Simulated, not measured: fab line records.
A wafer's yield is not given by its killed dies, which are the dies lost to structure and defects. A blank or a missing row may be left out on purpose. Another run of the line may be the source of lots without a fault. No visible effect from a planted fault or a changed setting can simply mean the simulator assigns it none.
fab line records	flow n5_finfet
[record] lots = 24	wafers = 72	last_day = 17
route steps=1938 shown BEOL_M12@1614 BEOL_M13@1659
lots that met no fault: from a run of the same line without faults
start_h: hours from the record's first day to the start of the lot's first wafer shown	wait_h: hours elapsed since this lot's preceding step	" identical to the entry in the row above	L1.1+2: several wafers, shown together as one row	- no value present, or no start provided	* or withheld: withheld	< > ~ a bound
route shown NAME@n: a module of which the file shows steps, and the number in the route of the first	usual: the fault-free wafers' mean and standard deviation	same: alike in all rows	chamber/n: place in a boat	sites: each site's reading	_std_site: standard deviation across them	_edge_site: inner sites' mean taken away from outer sites' mean	radius_mm: how far each site lies from the wafer's centre	mask NAME#n: copy n	behind: the last tool/chamber to shape the wafer	hold: why the lot went on hold/how many hours it stayed there/how the hold came to an end	device: transistor that didn't switch, given as n, p or np	end of line: tests of these same wafers at the route's end	step lacking rows: just its recipe	killed: count of dies lost to structure and defects at first sort (not the wafer's yield)	map: per-die view of a wafer (x killed, . not killed, _ where there is no die)
set.NAME: the setting as run; set.NAME@STEP: as run at that earlier step	model.NAME: the simulator's own value behind a step, which no gauge read
the route's steps for a sample of lots (tables are steps, rows are wafers)
services: from which hour (start_h, from the record's first day; less than 0 if before it) a tool's chamber was out of use, for how many hours, and why
[[steps]]
[step N5_BEOL_M12_INSPECT_12]
[recipe] mode = adi	inspect_instrument = macro
[usual] raw_defect_count = 2.0/1.5
lot.wafer	tool	chamber	start_h	wait_h	raw_defect_count
L074.1	defect_inspect-01	-	235.03	0.0	7
L074.2	"	-	"	"	1
L074.3	"	-	"	"	3
L076.1	defect_inspect-01	-	242.02	0.0	0
L076.2	"	-	"	"	2
L076.4	"	-	"	"	5
L077.1	defect_inspect-01	-	242.27	0.0	0
L077.5	"	-	"	"	1
L077.6	"	-	"	"	2
L075.1	defect_inspect-02	-	245.58	0.0	1
L075.2	"	-	"	"	3
L075.4	"	-	"	"	0
L078.1	defect_inspect-02	-	250.46	0.0	2
L078.2	"	-	"	"	7
L078.3	"	-	"	"	3
L079.1	defect_inspect-02	-	250.60	0.0	2
L079.2	"	-	"	"	0
L079.3	"	-	"	"	0
L080.2	defect_inspect-02	-	273.51	0.0	3
L080.5	"	-	"	"	3
L080.6	"	-	"	"	2
L081.1	defect_inspect-02	-	275.10	0.0	3
L081.2	"	-	"	"	4
L081.6	"	-	"	"	5
L082.2	defect_inspect-01	-	276.57	0.0	4
L082.5	"	-	"	"	2
L082.6	"	-	"	"	1
L083.1	defect_inspect-01	-	286.27	0.0	0
L083.3	"	-	"	"	2
L083.5	"	-	"	"	5
L084.1	defect_inspect-01	-	290.04	0.0	1
L084.3	"	-	"	"	2
L084.6	"	-	"	"	4
L086.2	defect_inspect-01	-	298.21	0.0	1
L086.5	"	-	"	"	2
L086.6	"	-	"	"	3
L085.3	defect_inspect-01	-	298.78	0.0	4
L085.4	"	-	"	"	0
L085.5	"	-	"	"	3
L087.3	defect_inspect-01	-	306.59	0.0	1
L087.5	"	-	"	"	5
L087.6	"	-	"	"	0
L088.1	defect_inspect-02	-	307.49	0.0	0
L088.3	"	-	"	"	3
L088.4	"	-	"	"	1
L089.1	defect_inspect-01	-	317.65	0.0	1
L089.3	"	-	"	"	2
L089.6	"	-	"	"	1
L091.1	defect_inspect-02	-	335.43	0.0	0
L091.5	"	-	"	"	2
L091.6	"	-	"	"	1
L090.1	defect_inspect-01	-	337.97	0.0	4
L090.3	"	-	"	"	1
L090.5	"	-	"	"	1
L092.1	defect_inspect-01	-	344.45	0.0	0
L092.2	"	-	"	"	0
L092.3	"	-	"	"	0
L094.2	defect_inspect-01	-	346.64	0.0	4
L094.4	"	-	"	"	0
L094.6	"	-	"	"	2
L093.1	defect_inspect-01	-	346.71	0.0	4
L093.2	"	-	"	"	2
L093.4	"	-	"	"	4
L096.2	defect_inspect-02	-	362.64	0.0	1
L096.4	"	-	"	"	2
L096.6	"	-	"	"	2
L095.1	defect_inspect-01	-	371.90	0.0	2
L095.4	"	-	"	"	3
L095.6	"	-	"	"	2
L097.3	defect_inspect-01	-	372.21	0.0	2
L097.4	"	-	"	"	1
L097.5	"	-	"	"	2
[step N5_BEOL_M12_VIA_ETCH_16]
[recipe] chemistry = C4F8/O2/Ar	target = SiOC	pressure_mtorr = 30	source_w = 3000	bias_w = 700	Ar_flow_sccm = 400	C4F8_flow_sccm = 15	O2_flow_sccm = 8	he_inner_torr = 15	he_outer_torr = 30	target_depth_a = 7248	time_s = withheld	ion_energy_ev = 250	ends = cleared
[usual] bias_w = 700.1/2.1	chamber_pressure_mTorr = 30.000/0.029	drypump_motor_current_A = 5.6/0.51	oes_product_au = 0.73/0.076	rf_vpp_V = 665.6/2.7	showerhead_plenum_p_Torr = 3.42/0.091	throttle_valve_pct = 24.18/0.19
lot.wafer	tool	chamber	start_h	wait_h	bias_w	chamber_pressure_mTorr	drypump_motor_current_A	oes_product_au	rf_vpp_V	showerhead_plenum_p_Torr	throttle_valve_pct
L074.1	rie_diel-06	2	235.21	0.0	701.6	30.020	5.4	0.82	663.6	3.37	24.15
L074.2	"	3	"	"	704.9	30.006	6.8	0.66	668.8	3.52	24.23
L074.3	"	0	"	"	699.0	30.067	5.6	0.67	667.8	3.53	24.30
L076.1	rie_diel-06	0	242.14	0.0	696.9	29.975	5.5	0.67	668.2	3.53	24.32
L076.2	"	3	"	"	698.2	30.045	6.8	0.66	668.6	3.52	24.23
L076.4	"	2	"	"	699.8	29.971	5.4	0.81	664.4	3.36	24.14
L077.1	rie_diel-04	2	242.39	0.0	700.1	29.992	6.5	0.81	670.5	3.62	24.22
L077.5	"	1	"	"	699.5	30.030	5.6	0.62	664.5	3.36	24.11
L077.6	"	2	"	"	702.0	30.019	6.5	0.81	670.0	3.62	24.24
L075.1	rie_diel-01	1	245.70	0.0	701.1	29.995	4.9	0.78	662.7	3.34	23.94
L075.2	"	0	"	"	705.0	30.012	5.4	0.81	666.6	3.48	24.46
L075.4	"	3	"	"	699.5	30.008	5.8	0.78	667.1	3.46	24.07
L078.1	rie_diel-01	1	250.58	0.0	696.3	29.986	4.9	0.77	665.5	3.34	23.93
L078.2	"	0	"	"	696.0	29.997	5.4	0.81	667.1	3.48	24.46
L078.3	"	2	"	"	700.4	29.995	5.5	0.64	665.6	3.40	24.12
L079.1	rie_diel-04	3	250.73	0.0	698.9	30.009	5.6	0.65	659.9	3.25	23.95
L079.2	"	2	"	"	700.4	30.009	6.5	0.80	669.4	3.62	24.23
L079.3	"	1	"	"	698.8	30.026	5.6	0.61	663.8	3.36	24.11
L080.2	rie_diel-01	0	273.68	0.0	702.0	30.056	5.4	0.80	668.5	3.48	24.47
L080.5	"	2	"	"	702.5	29.967	5.5	0.63	664.7	3.40	24.16
L080.6	"	1	"	"	699.9	30.047	4.9	0.78	663.1	3.33	23.93
L081.1	rie_diel-01	2	275.22	0.0	698.2	30.024	5.5	0.64	665.1	3.40	24.15
L081.2	"	3	"	"	699.6	29.997	5.8	0.78	665.9	3.45	24.07
L081.6	"	0	"	"	699.9	30.037	5.3	0.80	667.7	3.48	24.46
L082.2	rie_diel-04	3	276.69	0.0	700.7	29.995	5.7	0.63	660.1	3.24	23.95
L082.5	"	1	"	"	701.3	30.025	5.6	0.60	664.6	3.36	24.13
L082.6	"	0	"	"	701.1	30.027	5.6	0.82	663.7	3.37	24.37
L083.1	rie_diel-01	2	286.41	0.0	696.5	30.012	5.5	0.63	663.2	3.40	24.15
L083.3	"	1	"	"	704.5	29.979	4.8	0.76	661.1	3.33	23.95
L083.5	"	3	"	"	696.5	29.983	5.8	0.77	664.2	3.45	24.06
L084.1	rie_diel-04	3	290.16	0.0	701.1	29.944	5.7	0.63	660.9	3.24	23.96
L084.3	"	2	"	"	700.6	30.010	6.6	0.77	670.8	3.61	24.25
L084.6	"	0	"	"	698.0	30.006	5.6	0.80	663.7	3.37	24.39
L086.2	rie_diel-01	0	298.33	0.0	698.2	30.013	5.4	0.77	667.5	3.48	24.46
L086.5	"	2	"	"	698.7	29.942	5.5	0.62	665.6	3.39	24.15
L086.6	"	1	"	"	702.3	29.995	4.8	0.75	664.6	3.33	23.95
L085.3	rie_diel-06	2	299.15	0.0	703.1	29.971	5.4	0.78	663.2	3.35	24.18
L085.4	"	2	"	"	700.9	30.060	5.4	0.78	662.2	3.35	24.17
L085.5	"	0	"	"	702.0	29.992	5.5	0.65	669.2	3.52	24.35
L087.3	rie_diel-06	0	306.71	0.0	701.1	29.957	5.5	0.64	669.9	3.52	24.34
L087.5	"	2	"	"	701.8	29.988	5.4	0.77	663.5	3.35	24.17
L087.6	"	0	"	"	698.9	30.008	5.5	0.64	668.8	3.52	24.35
L088.1	rie_diel-01	2	307.66	0.0	700.6	29.977	5.5	0.62	664.5	3.39	24.15
L088.3	"	0	"	"	695.6	29.995	5.4	0.77	666.5	3.47	24.49
L088.4	"	1	"	"	701.5	30.024	4.9	0.75	663.5	3.33	23.94
L089.1	rie_diel-06	1	317.92	0.0	699.6	29.987	5.3	0.85	664.9	3.36	23.89
L089.3	"	2	"	"	697.7	29.966	5.4	0.76	662.2	3.35	24.17
L089.6	"	0	"	"	701.3	29.987	5.5	0.64	667.3	3.51	24.36
L091.1	rie_diel-06	2	335.75	0.0	700.7	30.008	5.4	0.75	665.7	3.34	24.19
L091.5	"	2	"	"	701.4	29.994	5.4	0.76	663.0	3.34	24.21
L091.6	"	1	"	"	700.8	30.048	5.4	0.83	663.3	3.36	23.88
L090.1	rie_diel-04	0	338.09	0.0	702.8	29.989	5.6	0.77	663.5	3.36	24.40
L090.3	"	1	"	"	696.8	29.991	5.6	0.83	663.5	3.35	23.84
L090.5	"	2	"	"	698.9	29.979	6.5	0.75	670.8	3.60	24.26
L092.1	rie_diel-01	3	344.58	0.0	700.3	29.992	5.8	0.74	667.0	3.44	24.09
L092.2	"	0	"	"	696.4	30.004	5.4	0.76	667.2	3.47	24.50
L092.3	"	2	"	"	699.4	30.003	5.5	0.61	665.5	3.39	24.17
L094.2	rie_diel-06	3	346.76	0.0	703.3	30.029	6.9	0.63	669.4	3.49	24.30
L094.4	"	2	"	"	702.2	30.059	5.4	0.75	664.0	3.34	24.19
L094.6	"	2	"	"	703.2	29.987	5.4	0.74	661.9	3.34	24.20
L093.1	rie_diel-04	1	346.83	0.0	696.9	29.968	5.6	0.83	662.8	3.35	23.85
L093.2	"	0	"	"	695.2	30.026	5.6	0.77	663.8	3.36	24.43
L093.4	"	1	"	"	697.6	30.004	5.6	0.82	664.4	3.35	23.84
L096.2	rie_diel-04	2	362.79	0.0	702.3	29.996	6.5	0.75	669.9	3.60	24.28
L096.4	"	0	"	"	699.4	29.995	5.6	0.77	663.4	3.35	24.42
L096.6	"	0	"	"	703.0	29.962	5.6	0.77	663.0	3.35	24.43
L095.1	rie_diel-01	0	372.02	0.0	697.9	29.956	5.3	0.75	666.5	3.46	24.50
L095.4	"	3	"	"	699.6	29.973	5.8	0.73	666.9	3.43	24.10
L095.6	"	1	"	"	699.1	29.971	4.9	0.73	663.2	3.32	23.98
L097.3	rie_diel-01	2	372.35	0.0	697.2	30.025	5.5	0.61	664.0	3.38	24.19
L097.4	"	3	"	"	700.6	29.999	5.8	0.73	666.0	3.43	24.12
L097.5	"	3	"	"	698.4	30.039	5.8	0.73	667.2	3.43	24.11
[step N5_BEOL_M12_SPUTTER_45]
[recipe] material = Cu	target_thk_a = 800	temp_c = -20	bias_v = 60	power_w = 26000	chamber_pressure_pa = 0.13	time_s = 13.33
[usual] throttle_valve_pct = 30.0/1
lot.wafer	tool	chamber	start_h	wait_h	throttle_valve_pct
L074.1	pvd_sputter-02	-	237.58	0.0	31.6
L074.2	"	-	"	"	28.9
L074.3	"	-	"	"	30.3
L076.1	pvd_sputter-01	-	244.85	0.0	29.6
L076.2	"	-	"	"	30.4
L076.4	"	-	"	"	30.6
L077.1	pvd_sputter-01	-	248.99	0.0	30.8
L077.5	"	-	"	"	30.5
L077.6	"	-	"	"	31.1
L075.1	pvd_sputter-03	-	249.27	0.0	28.5
L075.2	"	-	"	"	29.8
L075.4	"	-	"	"	31.1
L078.1	pvd_sputter-01	-	255.41	0.0	29.8
L078.2	"	-	"	"	29.3
L078.3	"	-	"	"	30.4
L079.1	pvd_sputter-01	-	257.91	0.0	29.5
L079.2	"	-	"	"	30.1
L079.3	"	-	"	"	30.7
L080.2	pvd_sputter-03	-	277.67	0.0	28.6
L080.5	"	-	"	"	28.2
L080.6	"	-	"	"	31.3
L081.1	pvd_sputter-01	-	279.92	0.0	30.7
L081.2	"	-	"	"	29.4
L081.6	"	-	"	"	29.3
L082.2	pvd_sputter-03	-	280.51	0.0	29.7
L082.5	"	-	"	"	28.2
L082.6	"	-	"	"	29.7
L083.1	pvd_sputter-01	-	290.24	0.0	29.9
L083.3	"	-	"	"	30.9
L083.5	"	-	"	"	30.7
L084.1	pvd_sputter-01	-	296.13	0.0	30.6
L084.3	"	-	"	"	30.1
L084.6	"	-	"	"	30.9
L086.2	pvd_sputter-02	-	303.17	0.0	29.1
L086.5	"	-	"	"	28.7
L086.6	"	-	"	"	30.4
L085.3	pvd_sputter-01	-	303.29	0.0	29.4
L085.4	"	-	"	"	29.9
L085.5	"	-	"	"	30.9
L087.3	pvd_sputter-02	-	308.73	0.0	29.0
L087.5	"	-	"	"	30.4
L087.6	"	-	"	"	31.9
L088.1	pvd_sputter-02	-	311.15	0.0	31.7
L088.3	"	-	"	"	30.2
L088.4	"	-	"	"	28.7
L089.1	pvd_sputter-02	-	320.83	0.0	29.0
L089.3	"	-	"	"	32.1
L089.6	"	-	"	"	30.6
L091.1	pvd_sputter-02	-	342.29	0.0	31.8
L091.5	"	-	"	"	31.6
L091.6	"	-	"	"	28.8
L090.1	pvd_sputter-03	-	342.64	0.0	31.3
L090.3	"	-	"	"	29.6
L090.5	"	-	"	"	28.3
L092.1	pvd_sputter-02	-	350.64	0.0	28.8
L092.2	"	-	"	"	28.6
L092.3	"	-	"	"	30.6
L094.2	pvd_sputter-02	-	352.94	0.0	30.6
L094.4	"	-	"	"	28.7
L094.6	"	-	"	"	31.9
L093.1	pvd_sputter-01	-	353.25	0.0	31.1
L093.2	"	-	"	"	30.4
L093.4	"	-	"	"	29.8
L096.2	pvd_sputter-03	-	366.37	0.0	31.3
L096.4	"	-	"	"	28.1
L096.6	"	-	"	"	29.5
L095.1	pvd_sputter-03	-	378.10	0.0	31.5
L095.4	"	-	"	"	28.9
L095.6	"	-	"	"	28.8
L097.3	pvd_sputter-01	-	378.34	0.0	30.2
L097.4	"	-	"	"	30.8
L097.5	"	-	"	"	29.4
[step N5_BEOL_M12_ANNEAL_48]
[recipe] temp_c = 225	time_s = 90	ambient = N2
[usual] anneal_temp_c = 225.01/0.17	wafer_temp_C_max = 226.26/0.29
lot.wafer	tool	chamber	start_h	wait_h	anneal_temp_c	wafer_temp_C_max
L074.1	rtp_anneal-02	0	237.90	0.2	224.98	226.80
L074.2	"	0	"	"	224.97	226.08
L074.3	"	0	"	"	225.12	225.89
L076.1	rtp_anneal-02	0	245.78	0.8	224.87	225.71
L076.2	"	0	"	"	224.96	226.15
L076.4	"	0	"	"	224.83	225.84
L077.1	rtp_anneal-02	0	249.25	0.1	225.39	226.27
L077.5	"	0	"	"	225.14	226.24
L077.6	"	0	"	"	224.83	225.99
L075.1	rtp_anneal-02	0	249.79	0.4	224.95	225.92
L075.2	"	0	"	"	224.74	226.31
L075.4	"	0	"	"	224.83	226.28
L078.1	rtp_anneal-01	0	255.67	0.1	225.02	226.50
L078.2	"	0	"	"	224.84	226.20
L078.3	"	0	"	"	224.92	226.10
L079.1	rtp_anneal-02	0	258.45	0.4	225.17	225.87
L079.2	"	0	"	"	224.79	225.90
L079.3	"	0	"	"	225.06	226.25
L080.2	rtp_anneal-02	0	277.97	0.1	225.27	226.38
L080.5	"	0	"	"	225.17	226.52
L080.6	"	0	"	"	225.28	226.42
L081.1	rtp_anneal-02	0	280.18	0.1	224.76	226.50
L081.2	"	0	"	"	224.88	226.95
L081.6	"	0	"	"	224.93	226.49
L082.2	rtp_anneal-02	0	280.95	0.3	225.07	226.38
L082.5	"	0	"	"	224.85	226.84
L082.6	"	0	"	"	224.75	226.44
L083.1	rtp_anneal-02	0	290.51	0.1	225.26	226.69
L083.3	"	0	"	"	225.09	226.43
L083.5	"	0	"	"	225.14	226.00
L084.1	rtp_anneal-01	0	296.39	0.1	225.15	226.38
L084.3	"	0	"	"	225.07	226.56
L084.6	"	0	"	"	225.31	226.51
L086.2	rtp_anneal-02	0	303.86	0.5	225.13	226.06
L086.5	"	0	"	"	225.04	226.12
L086.6	"	0	"	"	225.08	225.95
L085.3	rtp_anneal-02	0	304.98	1.5	224.81	226.16
L085.4	"	0	"	"	224.78	226.34
L085.5	"	0	"	"	224.91	226.22
L087.3	rtp_anneal-01	0	309.33	0.4	224.79	226.40
L087.5	"	0	"	"	225.04	225.80
L087.6	"	0	"	"	225.10	225.97
L088.1	rtp_anneal-02	0	311.43	0.1	225.12	226.12
L088.3	"	0	"	"	224.94	225.96
L088.4	"	0	"	"	225.20	226.67
L089.1	rtp_anneal-01	0	321.10	0.1	225.10	225.66
L089.3	"	0	"	"	224.83	226.77
L089.6	"	0	"	"	225.03	226.38
L091.1	rtp_anneal-02	0	342.55	0.1	225.08	226.09
L091.5	"	0	"	"	224.81	226.36
L091.6	"	0	"	"	224.89	226.29
L090.1	rtp_anneal-02	0	342.91	0.1	225.09	226.14
L090.3	"	0	"	"	225.12	226.24
L090.5	"	0	"	"	225.02	226.22
L092.1	rtp_anneal-02	0	350.90	0.1	225.10	226.36
L092.2	"	0	"	"	224.99	226.39
L092.3	"	0	"	"	225.26	226.07
L094.2	rtp_anneal-01	0	353.25	0.1	224.64	226.59
L094.4	"	0	"	"	224.94	226.61
L094.6	"	0	"	"	225.00	226.42
L093.1	rtp_anneal-01	0	353.52	0.1	225.10	226.14
L093.2	"	0	"	"	225.30	225.85
L093.4	"	0	"	"	225.11	225.98
L096.2	rtp_anneal-01	0	366.67	0.1	224.89	226.29
L096.4	"	0	"	"	224.94	225.88
L096.6	"	0	"	"	225.10	226.16
L095.1	rtp_anneal-02	0	378.52	0.3	225.01	227.00
L095.4	"	0	"	"	224.94	226.42
L095.6	"	0	"	"	225.02	226.37
L097.3	rtp_anneal-01	0	379.47	0.9	225.11	225.98
L097.4	"	0	"	"	225.02	226.09
L097.5	"	0	"	"	225.02	226.07
[step N5_BEOL_M13_ILD_DEP_00]
[recipe] material = SiOC	target_thk_a = 8379.2	temp_c = 350	precursor = DEMS/O2	pressure_torr = 5	rf_w = 500	time_s = 166.4
[usual] heater_power_w = 524/78	showerhead_plenum_p_Torr = 5.696/0.013	showerhead_vpp_V = 1396/90	throttle_valve_pct = 11.8/0.71
lot.wafer	tool	chamber	start_h	wait_h	heater_power_w	showerhead_plenum_p_Torr	showerhead_vpp_V	throttle_valve_pct
L074.1	pecvd-03	0	238.68	0.0	557	5.689	1316	10.8
L074.2	"	2	"	"	576	5.699	1247	12.4
L074.3	"	1	"	"	647	5.698	1539	12.0
L076.1	pecvd-03	1	246.58	0.0	591	5.696	1556	12.1
L076.2	"	2	"	"	555	5.696	1279	12.1
L076.4	"	1	"	"	624	5.683	1562	12.2
L077.1	pecvd-02	2	250.03	0.0	676	5.673	1459	10.8
L077.5	"	1	"	"	513	5.686	1291	12.9
L077.6	"	0	"	"	390	5.690	1472	12.6
L075.1	pecvd-02	1	250.57	0.0	511	5.689	1328	12.8
L075.2	"	2	"	"	629	5.686	1463	10.5
L075.4	"	2	"	"	654	5.686	1459	10.7
L078.1	pecvd-01	0	256.45	0.0	424	5.710	1428	11.6
L078.2	"	1	"	"	453	5.702	1415	11.8
L078.3	"	2	"	"	518	5.705	1358	11.5
L079.1	pecvd-02	2	259.36	0.0	546	5.674	1494	10.8
L079.2	"	1	"	"	570	5.697	1306	12.7
L079.3	"	0	"	"	451	5.676	1464	12.8
L080.2	pecvd-03	0	278.71	0.0	546	5.679	1353	10.8
L080.5	"	1	"	"	680	5.692	1569	12.5
L080.6	"	0	"	"	455	5.683	1336	10.7
L081.1	pecvd-03	2	280.96	0.0	482	5.713	1263	12.1
L081.2	"	0	"	"	559	5.688	1334	10.6
L081.6	"	1	"	"	571	5.683	1536	12.3
L082.2	pecvd-03	1	281.68	0.0	623	5.692	1534	12.3
L082.5	"	0	"	"	454	5.700	1303	10.5
L082.6	"	1	"	"	673	5.702	1559	12.1
L083.1	pecvd-01	1	291.28	0.0	446	5.714	1412	11.9
L083.3	"	2	"	"	519	5.710	1361	11.6
L083.5	"	0	"	"	429	5.697	1429	11.7
L084.1	pecvd-02	0	297.20	0.0	455	5.681	1466	12.8
L084.3	"	0	"	"	474	5.690	1461	12.6
L084.6	"	1	"	"	503	5.709	1319	12.7
L086.2	pecvd-02	2	304.59	0.0	596	5.669	1451	11.0
L086.5	"	2	"	"	623	5.664	1462	10.7
L086.6	"	0	"	"	458	5.695	1459	12.8
L085.3	pecvd-03	1	305.67	0.0	674	5.696	1549	12.4
L085.4	"	0	"	"	521	5.696	1323	10.8
L085.5	"	2	"	"	565	5.707	1271	12.2
L087.3	pecvd-01	1	310.04	0.0	483	5.711	1364	12.0
L087.5	"	1	"	"	380	5.715	1390	11.9
L087.6	"	2	"	"	546	5.694	1388	11.5
L088.1	pecvd-03	2	312.20	0.0	515	5.699	1287	12.1
L088.3	"	1	"	"	698	5.704	1525	12.2
L088.4	"	0	"	"	521	5.685	1322	10.8
L089.1	pecvd-02	0	322.11	0.0	457	5.686	1494	12.8
L089.3	"	0	"	"	468	5.684	1471	12.6
L089.6	"	0	"	"	382	5.684	1470	12.8
L091.1	pecvd-03	2	343.33	0.0	581	5.715	1282	12.2
L091.5	"	1	"	"	644	5.692	1570	12.1
L091.6	"	2	"	"	589	5.701	1274	12.2
L090.1	pecvd-01	1	343.68	0.0	420	5.689	1372	11.9
L090.3	"	2	"	"	524	5.711	1389	11.6
L090.5	"	1	"	"	449	5.701	1370	12.1
L092.1	pecvd-02	0	351.68	0.0	463	5.685	1452	12.9
L092.2	"	1	"	"	575	5.714	1319	12.9
L092.3	"	2	"	"	545	5.685	1459	10.8
L094.2	pecvd-03	0	353.98	0.0	568	5.685	1330	10.5
L094.4	"	2	"	"	591	5.715	1275	11.9
L094.6	"	2	"	"	473	5.700	1282	11.9
L093.1	pecvd-01	0	354.30	0.0	440	5.710	1450	11.5
L093.2	"	1	"	"	476	5.717	1404	12.0
L093.4	"	2	"	"	531	5.721	1354	11.5
L096.2	pecvd-01	1	367.41	0.0	427	5.721	1368	12.0
L096.4	"	0	"	"	361	5.703	1459	11.5
L096.6	"	2	"	"	439	5.715	1391	11.5
L095.1	pecvd-03	1	379.30	0.0	639	5.705	1551	12.3
L095.4	"	1	"	"	662	5.690	1549	12.0
L095.6	"	2	"	"	533	5.715	1273	12.1
L097.3	pecvd-02	2	380.18	0.0	550	5.674	1456	10.8
L097.4	"	0	"	"	460	5.690	1467	12.8
L097.5	"	2	"	"	601	5.683	1447	11.1
[step N5_BEOL_M13_INSPECT_30]
[recipe] mode = adi	inspect_instrument = macro
[usual] raw_defect_count = 2.0/1.5
lot.wafer	tool	chamber	start_h	wait_h	raw_defect_count
L074.1	defect_inspect-02	-	240.26	0.0	1
L074.2	"	-	"	"	1
L074.3	"	-	"	"	1
L076.1	defect_inspect-01	-	248.25	0.0	2
L076.2	"	-	"	"	1
L076.4	"	-	"	"	0
L077.1	defect_inspect-02	-	251.83	0.0	1
L077.5	"	-	"	"	2
L077.6	"	-	"	"	7
L075.1	defect_inspect-01	-	252.78	0.0	3
L075.2	"	-	"	"	0
L075.4	"	-	"	"	2
L078.1	defect_inspect-01	-	258.06	0.0	1
L078.2	"	-	"	"	1
L078.3	"	-	"	"	1
L079.1	defect_inspect-02	-	261.35	0.0	2
L079.2	"	-	"	"	2
L079.3	"	-	"	"	2
L080.2	defect_inspect-01	-	280.29	0.0	4
L080.5	"	-	"	"	3
L080.6	"	-	"	"	1
L081.1	defect_inspect-02	-	282.54	0.0	3
L081.2	"	-	"	"	2
L081.6	"	-	"	"	2
L082.2	defect_inspect-02	-	283.26	0.0	3
L082.5	"	-	"	"	0
L082.6	"	-	"	"	2
L083.1	defect_inspect-01	-	292.86	0.0	2
L083.3	"	-	"	"	1
L083.5	"	-	"	"	3
L084.1	defect_inspect-02	-	298.85	0.0	0
L084.3	"	-	"	"	0
L084.6	"	-	"	"	4
L086.2	defect_inspect-01	-	306.05	0.0	2
L086.5	"	-	"	"	1
L086.6	"	-	"	"	1
L085.3	defect_inspect-02	-	307.72	0.0	2
L085.4	"	-	"	"	2
L085.5	"	-	"	"	4
L087.3	defect_inspect-02	-	312.92	0.0	2
L087.5	"	-	"	"	0
L087.6	"	-	"	"	2
L088.1	defect_inspect-01	-	313.80	0.0	0
L088.3	"	-	"	"	0
L088.4	"	-	"	"	4
L089.1	defect_inspect-02	-	323.76	0.0	5
L089.3	"	-	"	"	1
L089.6	"	-	"	"	4
L091.1	defect_inspect-02	-	345.30	0.0	4
L091.5	"	-	"	"	2
L091.6	"	-	"	"	1
L090.1	defect_inspect-01	-	345.46	0.0	4
L090.3	"	-	"	"	2
L090.5	"	-	"	"	2
L092.1	defect_inspect-01	-	353.44	0.0	3
L092.2	"	-	"	"	1
L092.3	"	-	"	"	2
L094.2	defect_inspect-02	-	355.75	0.0	3
L094.4	"	-	"	"	1
L094.6	"	-	"	"	0
L093.1	defect_inspect-01	-	355.82	0.0	2
L093.2	"	-	"	"	3
L093.4	"	-	"	"	0
L096.2	defect_inspect-01	-	368.99	0.0	1
L096.4	"	-	"	"	4
L096.6	"	-	"	"	1
L095.1	defect_inspect-01	-	380.78	0.0	3
L095.4	"	-	"	"	3
L095.6	"	-	"	"	3
L097.3	defect_inspect-01	-	382.08	0.0	2
L097.4	"	-	"	"	3
L097.5	"	-	"	"	2
[[services]]
tool	chamber	start_h	hours	kind
rie_diel-04	1	217.32	5.2	repair
pecvd-01	2	232.62	4.2	repair
rie_diel-06	1	242.35	55.8	repair
pecvd-02	2	252.90	2.1	scheduled_down
pecvd-02	0	261.04	21.4	repair
rie_diel-04	0	265.68	8.2	repair
rie_diel-06	2	272.24	7.4	repair
rie_diel-04	1	282.28	-	clean
rie_diel-04	1	282.28	-	consumable_replace:focus_ring
rie_diel-04	1	282.28	15.7	scheduled_down
rie_diel-04	1	282.28	15.7	vent_cycle
pecvd-03	-	286.97	14.6	pm
pecvd-02	2	292.28	5.5	scheduled_down
rtp_anneal-01	-	299.43	6.0	pm
rie_diel-04	2	302.97	9.8	repair
pecvd-02	1	319.14	5.5	scheduled_down
pecvd-02	-	323.95	1.9	repair
pvd_sputter-02	-	346.69	2.1	repair
pecvd-03	1	353.07	5.5	scheduled_down
pvd_sputter-03	-	357.26	3.2	repair
pvd_sputter-03	-	361.68	0.8	repair
rie_diel-04	3	365.39	33.5	repair
pecvd-01	-	369.92	28.1	pm
rie_diel-01	3	375.61	9.6	repair
[[key]]
fault none
